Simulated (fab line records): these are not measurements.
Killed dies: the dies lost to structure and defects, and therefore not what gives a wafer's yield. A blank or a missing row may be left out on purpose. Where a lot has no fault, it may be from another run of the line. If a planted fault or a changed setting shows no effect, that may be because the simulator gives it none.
fab line records ; flow n5Finfet
[record] lots = 9; wafers = 27; lastDay = 21
route steps=1938 shown BEOL_M1@751 BEOL_M4@1111 PASSIVATION@1936
lots that met no fault: from a run of the same line without faults
startH: hours from the record's opening day to when the first of the lot's shown wafers began ; waitH: hours from the lot's prior step to this one ; " as in the row above ; L1.1+2: a row that stands for several wafers ; - no value, or no start was given ; * or withheld: withheld ; < > ~ a bound
route shown NAME@n: names a module that has steps shown in the file, with the first one's number in the route ; usual: mean and standard deviation over wafers with no fault ; same: alike in all rows ; chamber/n: place in a boat ; sites: readings site by site ; _std_site: standard deviation across them ; _edge_site: the outer-site mean with the inner-site mean subtracted ; radiusMm: how far each site lies from the wafer's centre ; mask NAME#n: copy n ; behind: the tool/chamber that last shaped the wafer ; hold: what put the lot on hold/how long, in hours/how the hold closed ; device: transistor that didn't switch, given as n, p or np ; end of line: the route-end tests of the same wafers ; step lacking rows: just its recipe ; killed: dies lost to structure and defects at the first sort, not the wafer's yield ; map: shows each die of a wafer: x if killed, . if not, _ if none is there
set.NAME: the setting as run; set.NAME@STEP: as run at that earlier step ; model.NAME: the simulator's own value behind a step, which no gauge read
steps of the route over a sample of lots; a table a step, a row a wafer
services: the hour from which a tool's chamber was out of use, counted from the record's first day as startH (under 0 if before that day), plus the number of hours and why
[[steps]]
[step N5_BEOL_M1_ILD_DEP_00]
[recipe] material = SiOC; targetThkA = 790; tempC = 350; precursor = DEMS/O2; pressureTorr = 5; rfW = 500; timeS = 15.3
[usual] heaterPowerW = 478/47; showerheadPlenumPTorr = 5.689/0.013; throttleValvePct = 12.1/0.46
lot.wafer;tool;chamber;startH;waitH;heaterPowerW;showerheadPlenumPTorr;throttleValvePct
L892.4;pecvd-03;0;142.25;0.1;522;5.683;12.0
L892.5;pecvd-03;1;142.25;0.1;492;5.679;12.1
L892.6;pecvd-03;2;142.25;0.1;463;5.696;12.2
L894.3;pecvd-01;2;156.66;0.0;525;5.699;10.6
L894.4;pecvd-01;1;156.66;0.0;481;5.712;11.8
L894.5;pecvd-01;0;156.66;0.0;476;5.679;12.8
L895.1;pecvd-03;0;161.14;0.0;439;5.686;12.1
L895.2;pecvd-03;1;161.14;0.0;446;5.667;11.9
L895.4;pecvd-03;1;161.14;0.0;455;5.661;12.2
L898.4;pecvd-03;0;181.58;0.1;493;5.689;12.4
L898.5;pecvd-03;2;181.58;0.1;509;5.690;12.4
L898.6;pecvd-03;1;181.58;0.1;512;5.663;12.2
L899.1;pecvd-01;1;186.84;0.0;514;5.711;11.8
L899.2;pecvd-01;0;186.84;0.0;445;5.675;13.0
L899.6;pecvd-01;0;186.84;0.0;428;5.675;12.7
L900.3;pecvd-01;0;195.07;0.0;428;5.675;12.7
L900.5;pecvd-01;2;195.07;0.0;462;5.702;11.0
L900.6;pecvd-01;1;195.07;0.0;489;5.707;11.7
L901.2;pecvd-03;2;200.99;0.0;496;5.698;12.4
L901.4;pecvd-03;1;200.99;0.0;414;5.680;12.2
L901.6;pecvd-03;0;200.99;0.0;529;5.692;12.2
L906.1;pecvd-03;1;227.19;0.0;478;5.660;12.3
L906.2;pecvd-03;0;227.19;0.0;526;5.698;12.4
L906.5;pecvd-03;1;227.19;0.0;493;5.666;12.4
L910.3;pecvd-02;2;254.54;0.0;406;5.696;11.7
L910.4;pecvd-02;0;254.54;0.0;546;5.691;12.2
L910.6;pecvd-02;1;254.54;0.0;441;5.682;11.4
[step N5_BEOL_M1_THK_MEAS_01]
[recipe] reads = SiOC_of_BEOL_M1_ILD_DEP_00
[usual] M1_ILD_THK = 79.2/0.93
lot.wafer;tool;chamber;startH;waitH;M1_ILD_THK[nm]
L892.4;filmMetro-02;-;142.30;0.0;79.5
L892.5;filmMetro-02;-;142.30;0.0;80.3
L892.6;filmMetro-02;-;142.30;0.0;78.9
L894.3;filmMetro-01;-;156.73;0.1;78.2
L894.4;filmMetro-01;-;156.73;0.1;80.3
L894.5;filmMetro-01;-;156.73;0.1;79.2
L895.1;filmMetro-02;-;161.21;0.0;77.8
L895.2;filmMetro-02;-;161.21;0.0;79.5
L895.4;filmMetro-02;-;161.21;0.0;80.0
L898.4;filmMetro-02;-;181.63;0.0;79.4
L898.5;filmMetro-02;-;181.63;0.0;79.4
L898.6;filmMetro-02;-;181.63;0.0;80.3
L899.1;filmMetro-01;-;186.92;0.1;78.7
L899.2;filmMetro-01;-;186.92;0.1;78.2
L899.6;filmMetro-01;-;186.92;0.1;80.0
L900.3;filmMetro-02;-;195.14;0.1;77.9
L900.5;filmMetro-02;-;195.14;0.1;78.3
L900.6;filmMetro-02;-;195.14;0.1;78.8
L901.2;filmMetro-02;-;201.06;0.1;78.3
L901.4;filmMetro-02;-;201.06;0.1;79.1
L901.6;filmMetro-02;-;201.06;0.1;79.4
L906.1;filmMetro-01;-;227.27;0.1;78.9
L906.2;filmMetro-01;-;227.27;0.1;78.9
L906.5;filmMetro-01;-;227.27;0.1;79.2
L910.3;filmMetro-02;-;254.60;0.1;79.2
L910.4;filmMetro-02;-;254.60;0.1;79.9
L910.6;filmMetro-02;-;254.60;0.1;80.0
[step N5_BEOL_M1_ETCH_63]
[recipe] chemistry = CF4; target = SiARC; targetDepthA = 156; maskMaterial = CAR-EUV; timeS = 26; ionEnergyEv = 80; pressureMtorr = 40; sourceW = 545; biasW = 36; Ar_flow_sccm = 100; cf4FlowSccm = 100; ends = cleared
[usual] biasW = 36.01/0.099; drypumpMotorCurrentA = 5.9/0.36; etchRfOnTimeS = 25.9/0.4; oesProductAu = 0.69/0.071; rfVppV = 184.0/1.1; showerheadPlenumPTorr = 2.13/0.064; throttleValvePct = 15.57/0.13
lot.wafer;tool;chamber;startH;waitH;biasW;drypumpMotorCurrentA;etchRfOnTimeS;oesProductAu;rfHoursCounterH;rfVppV;showerheadPlenumPTorr;throttleValvePct
L892.4;rieDiel-01;3;143.42;0.0;35.98;6.1;25.4;0.81;15;185.7;2.19;15.35
L892.5;rieDiel-01;2;143.42;0.0;36.03;5.7;26.2;0.71;-;184.9;2.17;15.76
L892.6;rieDiel-01;3;143.42;0.0;35.98;6.0;25.4;0.81;-;185.7;2.19;15.36
L894.3;rieDiel-01;1;159.39;0.0;36.04;5.6;26.2;0.62;230;183.1;2.03;15.87
L894.4;rieDiel-01;1;159.39;0.0;36.02;5.6;26.3;0.61;-;182.0;2.03;15.88
L894.5;rieDiel-01;0;159.39;0.0;36.09;5.4;25.5;0.81;-;184.3;2.11;15.50
L895.1;rieDiel-03;3;162.31;0.0;36.03;6.2;25.7;0.70;89;185.2;2.08;15.41
L895.2;rieDiel-03;2;162.31;0.0;36.14;5.9;25.4;0.73;47;184.6;2.18;15.52
L895.4;rieDiel-03;1;162.31;0.0;36.09;5.2;26.1;0.60;215;185.5;2.20;15.52
L898.4;rieDiel-06;1;184.44;0.0;36.10;6.3;25.8;0.81;13;181.9;2.11;15.60
L898.5;rieDiel-06;1;184.44;0.0;36.12;6.3;25.8;0.80;-;185.5;2.11;15.60
L898.6;rieDiel-06;0;184.44;0.0;36.00;6.5;26.3;0.65;-;185.4;2.22;15.57
L899.1;rieDiel-03;2;188.09;0.0;36.01;5.9;25.4;0.72;55;186.5;2.18;15.55
L899.2;rieDiel-03;1;188.09;0.0;36.05;5.2;26.2;0.60;223;185.1;2.20;15.53
L899.6;rieDiel-03;2;188.09;0.0;35.98;5.9;25.4;0.72;-;184.2;2.18;15.54
L900.3;rieDiel-06;3;196.87;0.0;36.03;5.8;26.3;0.59;236;183.5;2.03;15.54
L900.5;rieDiel-06;1;196.87;0.0;35.94;6.3;25.5;0.80;-;184.6;2.11;15.58
L900.6;rieDiel-06;2;196.87;0.0;36.02;5.5;25.8;0.68;-;185.1;2.16;15.53
L901.2;rieDiel-03;2;203.74;0.0;35.67;5.9;25.8;0.71;60;184.6;2.18;15.55
L901.4;rieDiel-03;0;203.74;0.0;36.00;6.0;26.1;0.74;46;184.1;2.10;15.67
L901.6;rieDiel-03;3;203.74;0.0;36.07;6.2;25.9;0.69;-;183.0;2.07;15.44
L906.1;rieDiel-06;2;228.55;0.0;36.07;5.5;26.0;0.67;121;183.7;2.15;15.55
L906.2;rieDiel-06;1;228.55;0.0;36.08;6.3;25.9;0.78;27;183.7;2.11;15.61
L906.5;rieDiel-06;0;228.55;0.0;36.02;6.5;26.5;0.65;-;183.3;2.22;15.59
L910.3;rieDiel-03;2;256.41;0.0;36.04;5.9;25.9;0.70;75;185.1;2.17;15.58
L910.4;rieDiel-03;1;256.41;0.0;35.92;5.2;26.5;0.58;244;183.7;2.19;15.57
L910.6;rieDiel-03;2;256.41;0.0;36.01;5.9;25.7;0.70;-;185.5;2.17;15.58
[step N5_BEOL_M1_EXPOSE_25]
[recipe] maskId = V0; na = 0.33; sourceShape = quasar; sigmaInner = 0.2; sigmaOuter = 0.8; polarization = unpolarized; defocusNm = 5; targetCdNm = 24; doseMj = 63
[usual] exposureDoseMJCm2 = 63.01/0.053
lot.wafer;tool;chamber;startH;waitH;mask;exposureDoseMJCm2
L892.4;euvScanner-02;0;144.30;-;V0#0;62.96
L892.5;euvScanner-02;0;144.30;-;V0#0;63.05
L892.6;euvScanner-02;0;144.30;-;V0#0;62.96
L894.3;euvScanner-02;0;160.04;-;V0#0;62.97
L894.4;euvScanner-02;0;160.04;-;V0#0;63.02
L894.5;euvScanner-02;0;160.04;-;V0#0;63.04
L895.1;euvScanner-02;0;162.86;-;V0#0;63.07
L895.2;euvScanner-02;0;162.86;-;V0#0;63.06
L895.4;euvScanner-02;0;162.86;-;V0#0;63.01
L898.4;euvScanner-02;0;185.14;-;V0#0;58.07
L898.5;euvScanner-02;0;185.14;-;V0#0;58.12
L898.6;euvScanner-02;0;185.14;-;V0#0;58.09
L899.1;euvScanner-02;0;188.67;-;V0#0;57.98
L899.2;euvScanner-02;0;188.67;-;V0#0;58.01
L899.6;euvScanner-02;0;188.67;-;V0#0;58.00
L900.3;euvScanner-01;0;197.64;-;V0#0;63.02
L900.5;euvScanner-01;0;197.64;-;V0#0;63.02
L900.6;euvScanner-01;0;197.64;-;V0#0;63.01
L901.2;euvScanner-02;0;204.43;-;V0#0;58.05
L901.4;euvScanner-02;0;204.43;-;V0#0;58.12
L901.6;euvScanner-02;0;204.43;-;V0#0;58.08
L906.1;euvScanner-01;0;229.21;-;V0#0;62.92
L906.2;euvScanner-01;0;229.21;-;V0#0;62.99
L906.5;euvScanner-01;0;229.21;-;V0#0;63.02
L910.3;euvScanner-01;0;257.21;-;V0#0;62.96
L910.4;euvScanner-01;0;257.21;-;V0#0;63.05
L910.6;euvScanner-01;0;257.21;-;V0#0;62.94
[step N5_BEOL_M1_CD_MEAS_28]
[recipe] landingEnergyEv = 500; detector = seInlens; targetCdYNm = 23.3
[usual] cdNm = 23.98/0.22
[same] landingEnergyEv = 500
lot.wafer;tool;chamber;startH;waitH;cdNm
L892.4;cdSem-03;0;144.42;-;23.73
L892.5;cdSem-03;0;144.42;-;24.20
L892.6;cdSem-03;0;144.42;-;23.75
L894.3;cdSem-01;0;160.17;-;23.68
L894.4;cdSem-01;0;160.17;-;23.89
L894.5;cdSem-01;0;160.17;-;24.19
L895.1;cdSem-02;0;163.01;-;23.81
L895.2;cdSem-02;0;163.01;-;23.70
L895.4;cdSem-02;0;163.01;-;23.93
L898.4;cdSem-01;0;185.27;-;22.23
L898.5;cdSem-01;0;185.27;-;22.61
L898.6;cdSem-01;0;185.27;-;22.48
L899.1;cdSem-02;0;188.82;-;22.57
L899.2;cdSem-02;0;188.82;-;22.62
L899.6;cdSem-02;0;188.82;-;22.25
L900.3;cdSem-01;0;197.77;-;24.10
L900.5;cdSem-01;0;197.77;-;24.01
L900.6;cdSem-01;0;197.77;-;24.08
L901.2;cdSem-03;0;204.56;-;22.32
L901.4;cdSem-03;0;204.56;-;22.34
L901.6;cdSem-03;0;204.56;-;22.11
L906.1;cdSem-03;0;229.35;-;24.41
L906.2;cdSem-03;0;229.35;-;23.78
L906.5;cdSem-03;0;229.35;-;24.34
L910.3;cdSem-03;0;257.34;-;24.25
L910.4;cdSem-03;0;257.34;-;24.25
L910.6;cdSem-03;0;257.34;-;24.08
[step N5_BEOL_M4_RC_MEAS_101]
[usual] CHAIN_V0 = 233/9; CHAIN_V0_max_site = 242/10; DIBL_N = 36.3/1.1; DIBL_P = 36.3/1.4; IOFF_N = 0.155/0.019; IOFF_P = 0.211/0.027; ION_N = 672/8.5; ION_P = 462/5.8; SS_N = 71.5/0.56; SS_P = 73.3/0.52; VT_N = 249.9/2.5; VT_P = -249.8/2.8
lot.wafer;tool;chamber;startH;waitH;CHAIN_V0[ohm/link];CHAIN_V0_max_site[ohm/link];DIBL_N[mV/V];DIBL_P[mV/V];IOFF_N[nA/um];IOFF_P[nA/um];ION_N[uA/um];ION_P[uA/um];SS_N[mV/dec];SS_P[mV/dec];VT_N[mV];VT_P[mV]
L892.4;prober-01;0;238.37;0.5;239;242;37.2;37.1;0.172;0.244;676;472;71.9;73.9;248.4;-244.4
L892.5;prober-01;0;238.37;0.5;232;239;36.5;36.6;0.161;0.243;672;467;71.8;73.0;247.0;-247.3
L892.6;prober-01;0;238.37;0.5;221;231;35.9;35.2;0.140;0.227;669;469;71.0;72.7;252.1;-248.4
L894.3;prober-01;0;257.20;0.3;234;246;38.0;36.8;0.165;0.207;667;454;71.7;73.4;248.1;-253.2
L894.4;prober-01;0;257.20;0.3;228;233;37.0;36.1;0.151;0.196;676;456;70.8;72.4;249.1;-252.9
L894.5;prober-01;0;257.20;0.3;238;251;37.8;36.5;0.166;0.200;680;455;71.3;73.5;249.3;-253.1
L895.1;prober-02;0;289.57;0.0;221;226;36.7;37.0;0.177;0.217;689;466;71.6;74.0;250.4;-248.3
L895.2;prober-02;0;289.57;0.0;231;246;37.7;37.7;0.182;0.223;677;459;72.3;73.2;245.9;-247.1
L895.4;prober-02;0;289.57;0.0;239;253;36.1;34.9;0.156;0.183;670;456;71.0;73.2;249.7;-251.6
L898.4;prober-02;0;322.57;0.5;288;296;36.8;35.7;0.137;0.201;677;467;70.4;72.5;250.5;-250.7
L898.5;prober-02;0;322.57;0.5;273;285;37.9;37.1;0.163;0.222;675;468;71.6;73.2;249.0;-246.1
L898.6;prober-02;0;322.57;0.5;275;282;37.7;37.4;0.156;0.216;672;461;71.7;74.0;248.3;-251.8
L899.1;prober-01;0;324.10;0.0;271;292;37.2;36.9;0.151;0.183;670;455;71.2;73.8;251.3;-253.2
L899.2;prober-01;0;324.10;0.0;288;303;38.5;38.1;0.178;0.206;664;452;72.3;73.0;250.4;-249.8
L899.6;prober-01;0;324.10;0.0;274;290;36.4;36.1;0.139;0.181;658;447;71.2;73.0;253.2;-252.0
L900.3;prober-01;0;335.78;0.3;227;238;34.7;33.6;0.137;0.184;666;458;70.4;72.8;250.3;-251.3
L900.5;prober-01;0;335.78;0.3;223;233;36.8;35.7;0.175;0.211;667;453;71.2;73.8;248.7;-250.6
L900.6;prober-01;0;335.78;0.3;230;240;35.3;34.6;0.146;0.197;665;458;70.7;73.1;248.0;-250.7
L901.2;prober-01;0;346.64;0.2;256;265;36.8;37.0;0.144;0.238;663;460;72.3;73.7;251.8;-247.6
L901.4;prober-01;0;346.64;0.2;255;262;34.9;35.0;0.116;0.204;650;455;71.6;72.6;257.1;-250.4
L901.6;prober-01;0;346.64;0.2;269;285;37.2;37.4;0.153;0.250;665;460;72.1;73.7;251.9;-248.8
L906.1;prober-02;0;385.35;0.0;231;240;38.3;37.3;0.176;0.236;677;462;71.2;73.9;245.9;-248.3
L906.2;prober-02;0;385.35;0.0;238;248;37.5;35.8;0.154;0.206;680;465;71.6;73.1;252.5;-249.6
L906.5;prober-02;0;385.35;0.0;249;259;36.9;35.6;0.149;0.204;669;457;71.5;73.6;250.5;-249.6
L910.3;prober-01;0;401.12;0.3;223;232;35.6;35.2;0.158;0.210;682;464;72.1;73.3;248.2;-248.4
L910.4;prober-01;0;401.12;0.3;225;234;36.3;34.7;0.159;0.200;666;459;72.0;73.4;249.2;-250.9
L910.6;prober-01;0;401.12;0.3;220;233;36.0;35.2;0.158;0.205;675;458;71.3;73.0;249.8;-249.2
// sites CHAIN_V0 radiusMm=0,75,75,75,75,140,140,140,140
L892.4 242 239 238 239 235 238 239 238 240
L894.3 235 234 246 240 234 225 219 214 229
L895.1 224 224 226 223 219 213 209 221 206
L898.4 273 281 281 292 290 292 272 288 296
L899.1 281 271 292 279 290 271 263 269 268
L900.3 234 238 226 230 231 226 223 227 219
L901.2 261 265 252 261 257 244 256 247 245
L906.1 240 231 237 233 233 211 206 207 210
L910.3 225 223 224 228 232 216 212 216 223
[step N5_PASSIVATION_PROBE_49]
[usual] defectLimitedYield = 91.4/1.2; killed_at_M0_to_M3 = 34/10; killed_at_M4_up = 14/5.1; killedAtContacts = 12/6.4; killedAtFrontEnd = 38/9.3; killedAtOther = 4/3; killedDies = 102/15; killedOpen = 67/12; killedShort = 33/6.9; sort_bin_5_function = 5.0/0.86; sort_bin_6_memory = 3.2/0.58; sort_bin_8_speed = 0.00/0.0099; sortNPass = 1078/15; sortYieldPct = 91.4/1.2
[same] grossDies = 1180; killedAtBackSide = 0; sort_bin_4_leakage[%] = 0
lot.wafer;tool;chamber;startH;waitH;defectLimitedYield[%];killed_at_M0_to_M3;killed_at_M4_up;killedAtContacts;killedAtFrontEnd;killedAtOther;killedDies;killedOpen;killedShort;sort_bin_5_function[%];sort_bin_6_memory[%];sort_bin_8_speed[%];sortNPass;sortYieldPct[%]
L892.4;prober-02;-;337.33;0.2;92.5;30;10;15;31;2;88;53;31;4.2;2.9;0;1092;92.5
L892.5;prober-02;-;337.38;0.2;90.9;37;15;21;31;3;107;81;25;5.3;3.6;0;1073;90.9
L892.6;prober-02;-;337.43;0.3;91.3;25;17;19;38;4;103;69;29;5.8;2.8;0;1077;91.3
L894.3;prober-01;-;358.41;0.1;90.0;40;17;13;43;5;118;69;49;5.3;4.3;0;1062;90.0
L894.4;prober-01;-;358.46;0.2;93.6;32;10;6;25;3;76;43;32;3.5;2.5;0;1104;93.6
L894.5;prober-01;-;358.51;0.2;91.0;48;13;19;26;0;106;65;39;5.8;3.1;0;1074;91.0
L895.1;prober-01;-;388.53;0.0;91.6;29;13;21;32;4;99;71;27;5.3;2.8;0;1081;91.6
L895.2;prober-01;-;388.58;0.1;92.3;28;9;21;30;3;91;63;25;4.8;2.8;0;1089;92.3
L895.4;prober-01;-;388.68;0.2;90.8;38;7;31;30;2;108;75;32;4.7;4.1;0;1072;90.8
L900.3;prober-01;-;438.56;0.1;92.1;30;20;9;30;4;93;63;29;4.1;3.4;0;1087;92.1
L900.5;prober-01;-;438.66;0.2;91.4;40;10;13;32;6;101;61;34;4.9;3.3;0;1079;91.4
L900.6;prober-01;-;438.71;0.3;92.8;23;5;13;37;7;85;47;36;4.3;2.8;0;1095;92.8
L901.2;prober-02;-;468.38;0.8;89.3;43;9;14;57;3;126;89;35;5.8;4.5;0;1054;89.3
L901.4;prober-02;-;468.48;0.9;88.6;38;19;24;51;3;135;88;42;6.4;4.6;0.08;1044;88.5
L901.6;prober-02;-;468.58;1.0;89.4;33;21;16;48;7;125;86;36;5.6;4.9;0;1055;89.4
L906.1;prober-01;-;498.48;0.0;91.4;40;12;15;31;3;101;75;25;4.2;4.1;0;1079;91.4
L906.2;prober-01;-;498.53;0.1;91.2;38;13;7;45;1;104;73;29;5.3;3.2;0;1076;91.2
L906.5;prober-01;-;498.68;0.2;90.9;33;5;7;61;1;107;80;25;5.6;3.4;0;1073;90.9
L910.3;prober-01;-;511.95;0.1;90.5;61;10;10;31;0;112;74;38;5.6;3.4;0;1068;90.5
L910.4;prober-01;-;512.00;0.2;89.2;66;19;3;39;0;127;80;45;6.1;3.9;0;1053;89.2
L910.6;prober-01;-;512.10;0.3;91.4;46;10;10;35;0;101;64;36;4.6;3.7;0;1079;91.4
// killed by level:class
L892.4 MOL_CONTACT_COAG:geometricParticle:open=8 BEOL_M0_SAQP:geometricParticle:short=8 GATE_CUT:geometricParticle:short=7 BEOL_M2:geometricParticle:open=6 FIN_SAQP:geometricParticle:open=5 GATE_CUT:geometricParticle:open=5 MOL_CONTACT_COAG:geometricParticle:short=5 BEOL_M3:geometricParticle:open=5
L892.5 MOL_CONTACT_COAG:geometricParticle:open=16 BEOL_M3:geometricParticle:open=9 BEOL_M1:geometricParticle:open=8 GATE_CUT:geometricParticle:short=7 BEOL_M0_SAQP:geometricParticle:open=7 BEOL_M2:geometricParticle:open=6 FIN_SAQP:geometricParticle:open=5 STI_FIN_REVEAL:geometricParticle:open=5
L892.6 STI_FIN_REVEAL:geometricParticle:open=15 MOL_CONTACT_COAG:geometricParticle:open=11 FIN_SAQP:geometricParticle:open=9 MOL_CONTACT_COAG:geometricParticle:short=7 BEOL_M3:geometricParticle:open=6 BEOL_M0_SAQP:geometricParticle:open=5 FIN_SAQP:geometricParticle:short=4 BEOL_M2:geometricParticle:open=4
L894.3 BEOL_M0_SAQP:geometricParticle:short=10 STI_FIN_REVEAL:geometricParticle:open=10 MOL_CONTACT_COAG:geometricParticle:open=8 ILD0:geometricParticle:short=7 DUMMY_GATE:geometricParticle:open=6 BEOL_M2:geometricParticle:open=6 FIN_SAQP:geometricParticle:short=5 FIN_SAQP:geometricParticle:open=5
L894.4 BEOL_M0_SAQP:geometricParticle:short=8 BEOL_M0_SAQP:geometricParticle:open=8 MOL_CONTACT_COAG:geometricParticle:open=6 FIN_SAQP:geometricParticle:open=5 BEOL_M3:geometricParticle:short=5 BEOL_M3:geometricParticle:open=5 BEOL_M4:geometricParticle:open=4 FIN_SAQP:geometricParticle:short=3
L894.5 MOL_CONTACT_COAG:geometricParticle:open=16 BEOL_M0_SAQP:geometricParticle:short=16 BEOL_M0_SAQP:geometricParticle:open=15 BEOL_M4:geometricParticle:open=7 FIN_SAQP:geometricParticle:short=6 FIN_SAQP:geometricParticle:open=4 BEOL_M2:geometricParticle:open=4 BEOL_M3:geometricParticle:open=4
L895.1 MOL_CONTACT_COAG:geometricParticle:open=17 FIN_SAQP:geometricParticle:open=11 BEOL_M0_SAQP:geometricParticle:open=11 BEOL_M0_SAQP:geometricParticle:short=7 BEOL_M4:geometricParticle:open=7 STARTING-WAFER:geometricParticle:open=7 GATE_CUT:geometricParticle:short=6 BEOL_M1:geometricParticle:open=5
L895.2 MOL_CONTACT_COAG:geometricParticle:open=16 BEOL_M1:geometricParticle:open=7 BEOL_M2:geometricParticle:open=7 DUMMY_GATE:geometricParticle:open=6 BEOL_M0_SAQP:geometricParticle:short=5 STI_FIN_REVEAL:geometricParticle:open=5 GATE_CUT:geometricParticle:short=5 MOL_CONTACT_COAG:geometricParticle:short=5
L895.4 MOL_CONTACT_COAG:geometricParticle:open=26 BEOL_M0_SAQP:geometricParticle:short=11 BEOL_M0_SAQP:geometricParticle:open=10 BEOL_M2:geometricParticle:open=8 GATE_CUT:geometricParticle:open=6 STI_FIN_REVEAL:geometricParticle:open=5 MOL_CONTACT_COAG:geometricParticle:short=5 FIN_SAQP:geometricParticle:short=4
L900.3 BEOL_M4:geometricParticle:open=8 MOL_CONTACT_COAG:geometricParticle:open=8 BEOL_M2:geometricParticle:open=7 FIN_SAQP:geometricParticle:open=6 BEOL_M1:geometricParticle:open=6 BEOL_M0_SAQP:geometricParticle:open=5 BEOL_M0_SAQP:geometricParticle:short=5 FIN_SAQP:geometricParticle:short=4
L900.5 FIN_SAQP:geometricParticle:open=12 MOL_CONTACT_COAG:geometricParticle:open=10 FIN_SAQP:geometricParticle:short=9 BEOL_M0_SAQP:geometricParticle:short=8 BEOL_M2:geometricParticle:open=7 BEOL_M1:geometricParticle:open=6 BEOL_M3:geometricParticle:open=5 DUMMY_GATE:geometricParticle:open=4
L900.6 STI_FIN_REVEAL:geometricParticle:open=8 MOL_CONTACT_COAG:geometricParticle:open=8 BEOL_M1:geometricParticle:open=6 FIN_SAQP:geometricParticle:short=5 DUMMY_GATE:geometricParticle:open=5 MOL_CONTACT_COAG:geometricParticle:short=5 BEOL_M0_SAQP:geometricParticle:short=5 STARTING-WAFER:geometricParticle:short=5
L901.2 FIN_SAQP:geometricParticle:open=18 MOL_CONTACT_COAG:geometricParticle:open=12 BEOL_M0_SAQP:geometricParticle:short=10 FIN_SAQP:geometricParticle:short=10 DUMMY_GATE:geometricParticle:open=10 BEOL_M0_SAQP:geometricParticle:open=10 BEOL_M2:geometricParticle:open=10 STI_FIN_REVEAL:geometricParticle:open=5
L901.4 MOL_CONTACT_COAG:geometricParticle:open=21 FIN_SAQP:geometricParticle:open=17 BEOL_M2:geometricParticle:open=12 FIN_SAQP:geometricParticle:short=8 BEOL_M0_SAQP:geometricParticle:open=8 STARTING-WAFER:geometricParticle:short=6 DUMMY_GATE:geometricParticle:open=5 DUMMY_GATE:geometricParticle:short=4
L901.6 MOL_CONTACT_COAG:geometricParticle:open=15 FIN_SAQP:geometricParticle:short=11 DUMMY_GATE:geometricParticle:open=9 BEOL_M0_SAQP:geometricParticle:open=8 FIN_SAQP:geometricParticle:open=7 STI_FIN_REVEAL:geometricParticle:open=7 BEOL_M3:geometricParticle:open=7 BEOL_M2:geometricParticle:open=7
L906.1 MOL_CONTACT_COAG:geometricParticle:open=12 BEOL_M3:geometricParticle:open=12 STI_FIN_REVEAL:geometricParticle:open=11 BEOL_M2:geometricParticle:open=7 BEOL_M4:geometricParticle:open=6 DUMMY_GATE:geometricParticle:open=5 STI_FIN_REVEAL:geometricParticle:short=4 BEOL_M0_SAQP:geometricParticle:open=4
L906.2 STI_FIN_REVEAL:geometricParticle:open=18 BEOL_M3:geometricParticle:open=12 BEOL_M2:geometricParticle:open=10 MOL_CONTACT_COAG:geometricParticle:open=7 FIN_SAQP:geometricParticle:open=6 BEOL_M4:geometricParticle:open=6 STARTING-WAFER:geometricParticle:short=5 GATE_CUT:geometricParticle:short=4
L906.5 STI_FIN_REVEAL:geometricParticle:open=28 BEOL_M3:geometricParticle:open=10 FIN_SAQP:geometricParticle:open=9 BEOL_M1:geometricParticle:open=8 FIN_SAQP:geometricParticle:short=6 MOL_CONTACT_COAG:geometricParticle:open=6 BEOL_M1:geometricParticle:short=3 GATE_CUT:geometricParticle:short=3
L910.3 BEOL_M0_SAQP:geometricParticle:open=16 BEOL_M0_SAQP:geometricParticle:short=15 BEOL_M2:geometricParticle:open=11 MOL_CONTACT_COAG:geometricParticle:open=7 STI_FIN_REVEAL:geometricParticle:open=6 BEOL_M3:geometricParticle:open=6 FIN_SAQP:geometricParticle:open=5 GATE_CUT:geometricParticle:short=4
L910.4 BEOL_M0_SAQP:geometricParticle:short=14 BEOL_M2:geometricParticle:open=13 BEOL_M4:geometricParticle:open=9 FIN_SAQP:geometricParticle:open=8 GATE_CUT:geometricParticle:short=8 BEOL_M1:geometricParticle:open=8 BEOL_M3:geometricParticle:open=8 BEOL_M0:geometricParticle:open=7
L910.6 BEOL_M0_SAQP:geometricParticle:open=12 BEOL_M1:geometricParticle:open=11 MOL_CONTACT_COAG:geometricParticle:open=9 STI_FIN_REVEAL:geometricParticle:open=7 FIN_SAQP:geometricParticle:short=6 GATE_CUT:geometricParticle:short=6 BEOL_M3:geometricParticle:short=6 BEOL_M0_SAQP:geometricParticle:short=5
[[services]]
tool;chamber;startH;hours;kind
pecvd-03;-;118.87;2.8;pm
euvScanner-02;-;119.14;4.6;pm
rieDiel-03;0;125.34;6.0;repair
euvScanner-02;-;128.50;12.0;pm
pecvd-02;-;135.57;2.8;pm
euvScanner-01;-;140.52;1.0;pm
euvScanner-02;-;141.58;1.0;pm
pecvd-02;-;146.48;1.5;repair
rieDiel-01;2;154.65;6.9;repair
pecvd-01;-;162.13;6.0;pm
euvScanner-02;-;167.69;4.9;repair
pecvd-01;2;172.07;17.2;repair
pecvd-01;-;178.09;0.9;repair
rieDiel-01;0;189.86;5.1;repair
euvScanner-01;-;196.21;1.0;pm
euvScanner-02;-;197.22;1.0;pm
euvScanner-02;-;206.10;0.5;repair
rieDiel-01;2;208.89;1.8;repair
euvScanner-02;-;223.33;5.8;pm
rieDiel-01;-;225.35;2.8;pm
euvScanner-01;-;243.49;4.6;pm
euvScanner-01;-;252.36;1.0;pm
euvScanner-02;-;253.37;1.0;pm
rieDiel-01;2;254.21;11.8;repair
[[key]]
[firstSign] step = N5_BEOL_M1_EXPOSE_25; reading = exposureDoseMJCm2; direction = down; sigmas = 94; usual = 63.01; struck = 58.06
[effect] step = N5_BEOL_M1_CD_MEAS_28; reading = cdNm; direction = down; sigmas = 7.1; usual = 23.98; struck = 22.39
[effect] step = N5_BEOL_M4_RC_MEAS_101; reading = CHAIN_V0; direction = up; sigmas = 4.3; usual = 233; struck = 272
[effect] step = N5_BEOL_M4_RC_MEAS_101; reading = CHAIN_V0_max_site; direction = up; sigmas = 4.1; usual = 242; struck = 284
metAt N5_BEOL_M1_EXPOSE_25
struckLots L898,L899,L901
rowsEnd L898.4,L898.5,L898.6,L899.1,L899.2,L899.6
notActingAt N5_BEOL_M1_ILD_DEP_00,N5_BEOL_M1_THK_MEAS_01,N5_BEOL_M1_ETCH_63
onsetBetween 162.86 185.14
[fault] kind = processParameterDrift; tool = euvScanner-02; chamber = -; onsetH = 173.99; steps = N5_BEOL_M1_EXPOSE_25; channel = doseMj; offset = -4.9159; shape = step; actsIn = theseRecipesOnly; stated = 63
// rowsEnd: these wafers met a further fault down the route, and their rows from its step on are left out
